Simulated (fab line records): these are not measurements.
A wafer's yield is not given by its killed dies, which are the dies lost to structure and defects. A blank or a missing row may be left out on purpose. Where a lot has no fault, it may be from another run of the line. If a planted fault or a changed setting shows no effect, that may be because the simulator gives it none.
A lot that was struck, set against a sound lot / flow n5_finfet / 36 steps out of a route of 1938
Sound: the wafers L133.1, L133.5, L133.6. Wafers struck: L140.1, L140.2, L140.6. The cause comes at the end.
For every step that has rows: the tool of each side, followed by ch and its chambers, followed by its first start. Under that, the readings that differ: sound wafers / struck wafers / difference of the means / sigmas: that difference in standard deviations of wafers without a fault.
alike: same words and numbers on both sides, and readings whose means sit less than 2 such deviations apart. not compared: any withheld reading, any reading some wafer has no value for, any bound like >300 that may hide the same value, and any number with overlapping values for which the record gives no deviation.
The two part at a step that has a row with sigmas, a row that says differs or no value, or rows on one side only. Numbers that have no deviation but don't overlap get no sigmas and don't part them. A reading missing from all wafers of one side parts the sides only when that side holds two or more wafers.

first, 12 steps without rows for these wafers: N5_SD_EPI_P_STRIP_38 (strips in N2/H2); N5_SD_EPI_P_ETCHBACK_46 (etches SiNx in CH3F/O2, stops on SiO2, target depth 17.5 nm); N5_SD_EPI_P_ETCH_47 (etches SiOCN in CH3F/O2, target depth 25 nm); N5_SD_EPI_P_ETCH_16 (etches SiO2 in CHF3/O2, target depth 5 nm); N5_SD_EPI_P_STRIP_50 (strips in CHF3/O2); N5_SD_EPI_P_SD_RECESS_17 (chemistry HBr/Cl2/O2, target depth 39.1 nm, bt time 3 s); N5_SD_EPI_P_WET_ETCH_45 (etches SiO2 in dHF, time 10.7 s, target depth 2 nm, rinse time 30 s); N5_SD_EPI_P_STRIP_40 (strips in N2/H2); N5_SD_EPI_P_PRECLEAN_52 (cleans in O3/DIW, time 60 s); N5_SD_EPI_P_SRD_20 (time 30 s); N5_SD_EPI_P_PRECLEAN_51 (cleans in NF3:NH3, afs cycles 1, time 20 s, sublimation time 60 s); N5_SD_EPI_P_VAPOR_ETCH_44 (etches SiGe30 in NF3/Ar, time 3.3 s).
N5_SD_EPI_P_EPI_21: deposits SiGe:B, time 355 s.
  sound on epi_rpcvd-02 ch 0, day 4 18:05; struck on epi_rpcvd-02 ch 0, day 6 07:45
reading=chamber_pressure_Torr (Torr); sound=20.00 19.96 19.94; struck=15.70 15.66 15.80; difference=-4.25; sigmas=-92
reading=model.SiGe-B_of_SD_EPI_P_EPI_21.thk_nm (nm); sound=61.4 62 61.2; struck=56 56.4 57.2; difference=-5; sigmas=
then, 8 steps without rows for these wafers: N5_SD_EPI_P_HM_STRIP_48 (strips SiNx in H3PO4, material SiNx, target depth 3 nm); N5_SD_EPI_P_SRD_49 (time 30 s); N5_SD_EPI_P_PRECLEAN_24 (cleans in O3/DIW, time 45 s); N5_SD_EPI_P_PRECLEAN_32 (cleans in dHF, time 10 s); N5_SD_EPI_P_PRECLEAN_33 (cleans in SC2, time 45 s); N5_SD_EPI_P_SRD_25 (time 30 s); N5_SD_ACTIVATION_RTA_00 (time 0 s); N5_SD_ACTIVATION_LSA_01 (time 0.0008 s).
N5_SD_ACTIVATION_RS_MEAS_03: the measuring method here is four-point-probe.
  sound: film_metro-02 at day 4 20:53; struck: film_metro-01 at day 6 10:34
reading=RS_SD_P (ohm/sq); sound=55.9 55.3 56.2; struck=65.4 65.5 64.3; difference=+9.3; sigmas=+8
  alike: RS_SD_N
then, 12 steps without rows for these wafers: N5_ILD0_LINER_00 (material SiNx, target thk 4 nm, pulse time 1 s, purge time 2 s); N5_ILD0_FCVD_FILL_01 (material SiO2 flowable, target thk 200 nm, time 328.3 s); N5_ILD0_CURE_02 (time 1800 s); N5_ILD0_CMP_03 (polishes, stops on SiNx, t overpolish 1.9 s, target thk 197.38 nm); N5_ILD0_CMP_07 (polishes SiO2 flowable, stops on poly-Si, t overpolish 1.18 s, target thk 138.88 nm); N5_ILD0_PRECLEAN_10 (cleans in NF3:NH3, afs cycles 5, time 20 s, sublimation time 60 s); N5_ILD0_ALD_15 (deposits SiNx, target thk 24 nm, pulse time 1 s, ald cycles 480); N5_ILD0_CMP_12 (polishes SiNx, stops on poly-Si, t overpolish 6 s, target thk 17.67 nm); N5_SDB_HM_DEP_00 (deposits SiNx from SiH4/NH3/N2, target thk 40 nm, time 35.3 s); N5_SDB_COAT_03 (time 60 s, resist thk 100 nm); N5_SDB_COAT_04 (time 60 s, resist thk 18 nm); N5_SDB_COAT_05 (resist thk 90 nm).
N5_MOL_CONTACT_COAG_ETCH_110: etches Si in CF4/O2, target depth 2.5 nm, time 8 s.
  sound on rie_diel-04 ch 0,1, day 6 03:49; struck on rie_diel-05 ch 0,1,2, day 7 15:08
reading=model.SiGe-B_of_SD_EPI_P_EPI_21.thk_nm (nm); sound=58.4 58.8 58.4; struck=53.4 53.6 54.6; difference=-4.7; sigmas=
  alike: cf4_flow_sccm, drypump_motor_current_A, oes_product_au, rf_vpp_V, showerhead_plenum_p_Torr, throttle_valve_pct
  not compared: rf_hours_counter_h
-- record jumps: 6 days separate the struck wafers' starts on either side; left off in module MOL_CONTACT_COAG, taken up again in module BEOL_M4, whose first shown step is the route's number 1111 --
N5_BEOL_M4_RC_MEAS_101:
  sound on prober-02 ch 0, day 12 08:58; struck on prober-02 ch 0, day 13 12:13
reading=RS_SD_P (ohm/sq); sound=65.9 65.2 65.9; struck=76.7 76.5 74.5; difference=+10.2; sigmas=+8
reading=VT_N (mV); sound=250 261 252; struck=243 241 251; difference=-9; sigmas=-2
  alike: DIBL_N, DIBL_P, IOFF_N, IOFF_P, ION_N, ION_P, SS_N, SS_P, VT_P

== WHERE THEY PART ==
Last at N5_BEOL_M4_RC_MEAS_101 as far as this record goes, first at N5_SD_EPI_P_EPI_21.

WHY: what had been put in by the simulator
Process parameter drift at N5_SD_EPI_P_EPI_21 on epi_rpcvd-02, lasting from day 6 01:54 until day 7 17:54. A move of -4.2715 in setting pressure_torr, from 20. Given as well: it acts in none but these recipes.
